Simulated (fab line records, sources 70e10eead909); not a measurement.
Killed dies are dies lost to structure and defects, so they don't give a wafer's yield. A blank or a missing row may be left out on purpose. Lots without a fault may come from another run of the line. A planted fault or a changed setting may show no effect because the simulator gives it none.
Problem report in the 8D (eight disciplines) form, filled by code | flow nand_harc | the parts of the form that need people (team, actions taken, sign-off) are left out

1. THE PROBLEM
killed_dies at NHARC_END_SORT_01 reads a mean of 677 on 4 wafers of 2 lots; wafers without a fault read 61 with a standard deviation of 16. That is +38 standard deviations from the usual mean.
First seen on wafer L170.2, day 29 12:56, on prober-01. The record holds 12 wafers of 4 lots with a number at this step. Rule for "out", or "out of limits": more than 4 standard deviations from the usual mean. The other wafers with a number count as sound.

2. WHAT IT IS AND WHAT IT IS NOT
question                    | is                             | is not
which readings at this step | killed_dies, killed_at_array   | killed_at_other, killed_at_periphery, killed_open, killed_short
which lots                  | L170, L171                     | L161, L163
which wafers of those lots  | L170.2, L170.6, L171.2, L171.6 | L170.3, L171.5
read on which gauges        | prober-01, prober-02           | -
when                        | from day 29 12:56              | up to then (6 sound wafers); but 2 sound wafers of L170, L171 came after

3. SUSPECTS, AND WHAT RULES EACH OUT
Counting: a tool at a process step up to the reading stays a suspect if it ran every lot that is out. Sound lots after the first of them don't rule it out here, since some wafers of a struck lot are sound.
- the gauge at NHARC_END_SORT_01: ruled out. The wafers that are out were read on 2 gauges (prober-01, prober-02).
- rie_diel-06 at NHARC_A_CHANNEL_HOLE_D2_DESCUM_15 (chemistry O2, time 3 s): kept. It ran every lot that is out, first L170 (day 17 14:02); its last sound lot up to then is L163 (day 15 01:53).
- rie_diel-06 at NHARC_A_CHANNEL_HOLE_D2_ETCH_38 (etches the open film in CF4, target depth 39 nm, time 65 s): kept. It ran every lot that is out, first L170 (day 17 14:08); its last sound lot up to then is L163 (day 15 01:58).
- rie_diel-06 at NHARC_A_CHANNEL_HOLE_D2_ETCH_39 (etches the open film in N2/H2, target depth 260 nm, time 325 s): kept. It ran every lot that is out, first L170 (day 17 14:14); its last sound lot up to then is L163 (day 15 02:05). Its own readings are out on those wafers: run_length_s.
- rie_diel-06 at NHARC_A_CHANNEL_HOLE_D2_ETCH_34 (etches the open film in CF4/CHF3, target depth 154 nm, time 77 s): kept. It ran every lot that is out, first L170 (day 29 12:56); its last sound lot up to then is L163 (day 26 11:04). NHARC_A_CHANNEL_HOLE_D2_ETCH_34 gives no start for some lots, so the hours and the order of its lots are those of NHARC_END_SORT_01.
- Within rie_diel-06 at NHARC_A_CHANNEL_HOLE_D2_DESCUM_15: the wafers that are out ran in chambers 0, 1, 3; their sound lot-mates ran in chamber 2.
- Within rie_diel-06 at NHARC_A_CHANNEL_HOLE_D2_ETCH_39: the wafers that are out ran in chambers 0, 2; their sound lot-mates ran in chambers 1, 3.
- Within rie_diel-06 at NHARC_A_CHANNEL_HOLE_D2_ETCH_34: the wafers that are out ran in chambers 0, 1; their sound lot-mates ran in chamber 2.
Left after counting: rie_diel-06 at NHARC_A_CHANNEL_HOLE_D2_DESCUM_15, rie_diel-06 at NHARC_A_CHANNEL_HOLE_D2_ETCH_38, rie_diel-06 at NHARC_A_CHANNEL_HOLE_D2_ETCH_39, rie_diel-06 at NHARC_A_CHANNEL_HOLE_D2_ETCH_34.

4. THE CAUSE (what the simulator had put in)
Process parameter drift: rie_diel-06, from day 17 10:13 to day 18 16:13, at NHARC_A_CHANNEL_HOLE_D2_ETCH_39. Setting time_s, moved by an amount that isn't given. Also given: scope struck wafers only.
Counting left 4 suspects, and this tool is among them.

5. THE CHAIN OF EFFECTS, in route order
Each row: a reading whose mean over the struck wafers that have a number lies more than 3 standard deviations from the usual. Only readings for which the record gives a usual standard deviation are gone through. hours: the time from each lot's start at the first step in this table that gives one to its start at this step, as a median over the lots. sigmas: the change in usual standard deviations.
hours | step                            | reading         | usual   | on struck wafers | change | sigmas
0     | NHARC_A_CHANNEL_HOLE_D2_ETCH_39 | run_length_s    | 346.4 s | 246.4            | -100.0 | -99 or more
291   | NHARC_END_SORT_01               | killed_at_array | 56      | 672              | +616   | +36
291   | NHARC_END_SORT_01               | killed_dies     | 61      | 677              | +616   | +38
The process steps in it:
- NHARC_A_CHANNEL_HOLE_D2_ETCH_39: etches the open film in N2/H2, target depth 260 nm, time 325 s.
Readings that are blank on the struck wafers while sound wafers have them: bias_w at NHARC_A_CHANNEL_HOLE_D2_ETCH_39.

6. WHAT WOULD HAVE CAUGHT IT SOONER
In this record the first reading out of limits at a measuring or inspecting step was taken at day 29 12:56, 291 hours after the fault began at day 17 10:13.
The tool's own readings at NHARC_A_CHANNEL_HOLE_D2_ETCH_39 were out on every struck wafer that the step has a row for (run_length_s): an alarm limit on them would have fired on the first of those.
All the lots that are out (2) had begun NHARC_A_CHANNEL_HOLE_D2_ETCH_39 on rie_diel-06 by day 29 12:56. A hold on the tool at that time would have spared none of them.
